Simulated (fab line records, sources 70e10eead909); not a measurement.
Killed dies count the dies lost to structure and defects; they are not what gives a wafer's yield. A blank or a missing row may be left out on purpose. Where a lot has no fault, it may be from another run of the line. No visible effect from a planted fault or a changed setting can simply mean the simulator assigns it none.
Chamber matching + flow nandHarc + NHARC_P_M1_ETCH_28 on rieDiel-07: 4 sister chambers
The step etches the open film in CF4/N2, target depth 30 nm, time 72.99 s. 4 wafers are shown with their chamber, then 10 later ones without.

== WAFERS PAIRED WITH THEIR CHAMBERS ==
| wafer  | chamber | showerheadPlenumPTorr (Torr) |
|--------|---------|------------------------------|
| L695.1 | 3       | 2.48                         |
| L695.2 | 2       | 2.61                         |
| L697.1 | 1       | 2.51                         |
| L697.4 | 0       | 2.79                         |

== WAFERS MISSING THEIR CHAMBER ==
| wafer  | showerheadPlenumPTorr (Torr) |
|--------|------------------------------|
| L697.5 | 2.48                         |
| L699.1 | 2.48                         |
| L699.2 | 2.51                         |
| L699.6 | 2.79                         |
| L700.2 | 2.51                         |
| L700.3 | 2.79                         |
| L700.6 | 2.48                         |
| L702.2 | 2.60                         |
| L702.3 | 2.79                         |
| L702.6 | 2.48                         |

== WHICH CHAMBER EACH WENT THROUGH ==
| wafer  | from the rows above | in truth |
|--------|---------------------|----------|
| L697.5 | 3                   | 3        |
| L699.1 | 3                   | 3        |
| L699.2 | 1                   | 1        |
| L699.6 | 0                   | 0        |
| L700.2 | 1                   | 1        |
| L700.3 | 0                   | 0        |
| L700.6 | 3                   | 3        |
| L702.2 | 2                   | 2        |
| L702.3 | 0                   | 0        |
| L702.6 | 3                   | 3        |
10 of 10 placed correctly. Can't be placed from these rows: 0. Placed wrongly: 0.
How it was worked out, from the rows above alone: a wafer's distance from a chamber is the root of the sum, over the readings, of the square of ((its reading less the chamber's mean) divided by the reading's scatter). If the next closest chamber is less than 2 further off than the closest, the wafer can't be placed; otherwise it belongs to the closest. For every chamber, the mean is computed from those of its wafers that are shown. The scatter (one wafer shown for each chamber): square how far every hidden wafer sits from the nearest shown wafer, average those squares and take the square root.
